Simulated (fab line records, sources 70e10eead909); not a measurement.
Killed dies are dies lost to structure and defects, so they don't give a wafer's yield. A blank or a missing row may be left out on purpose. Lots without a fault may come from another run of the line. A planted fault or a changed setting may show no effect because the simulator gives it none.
Which tool did it? | flow nand_harc | 6 lots, 16 wafers sampled, at 4 steps of a route of 1302

WHAT THE GAUGES READ, wafer by wafer
NHARC_END_SORT_01.
lot  | measured     | on        | killed_at_other
L330 | day 28 11:00 | prober-02 | 2
L340 | day 30 15:35 | prober-02 | 0 1 0
L344 | day 32 06:06 | prober-01 | 2 0 0

WHICH TOOL RAN EACH LOT (tool, then ch and the chambers of the sampled wafers, then the start)
lot  | NHARC_A_CONTACT_ETCH_113             | NHARC_A_CONTACT_ETCH_115             | NHARC_A_CONTACT_ETCH_90
L325 | har_cap_etch-02 ch 0,1, day 22 03:00 | har_cap_etch-02 ch 0,1, day 22 03:20 | rie_diel-01 ch 1,2,3, day 22 05:41
L328 | har_cap_etch-03 ch 0,1, day 23 12:25 | har_cap_etch-03 ch 0,1, day 23 12:46 | rie_diel-01 ch 0,3, day 23 15:07
L330 | har_cap_etch-03 ch 1, day 25 06:44   | har_cap_etch-03 ch 1, day 25 07:05   | rie_diel-02 ch 1, day 25 09:22
L340 | har_cap_etch-02 ch 0,1, day 27 09:23 | har_cap_etch-02 ch 0,1, day 27 09:43 | rie_diel-06 ch 1,2,3, day 27 12:02
L344 | har_cap_etch-01 ch 0,1, day 29 10:55 | har_cap_etch-01 ch 0,1, day 29 11:15 | rie_diel-02 ch 1,2, day 29 13:35
L348 | har_cap_etch-01 ch 0,1, day 30 15:22 | har_cap_etch-01 ch 0,1, day 30 15:43 | rie_diel-02 ch 0,2, day 30 18:02
- NHARC_A_CONTACT_ETCH_113: etches the open film in C4F8/O2/Ar, time 190 s, target depth 1850 nm.
- NHARC_A_CONTACT_ETCH_115: etches the open film in C4F8/O2/Ar, time 190 s, target depth 1850 nm.
- NHARC_A_CONTACT_ETCH_90: etches the open film in CH3F/O2, target depth 40 nm, time 85.7 s.

THE ANSWER, worked out from the rows above alone
Rule: what is usual is taken from the lots themselves. Put in order of their means at a reading, lots are off if they are a third of the lots or fewer, leave a main group of 4 or more, and stand apart from it by a gap of 3 or more times the standard deviation of the main group's means; of several such gaps the widest counts. A main group whose means are all the same, to the digits that the tables above print for the reading, isn't used. A lot without any number at a reading at which 4 lots or more have one is off too. The other lots that the step has rows for count as sound.
No lot is off at any reading shown: from this, nothing can be told.

WHAT THE SIMULATOR HAD PUT IN
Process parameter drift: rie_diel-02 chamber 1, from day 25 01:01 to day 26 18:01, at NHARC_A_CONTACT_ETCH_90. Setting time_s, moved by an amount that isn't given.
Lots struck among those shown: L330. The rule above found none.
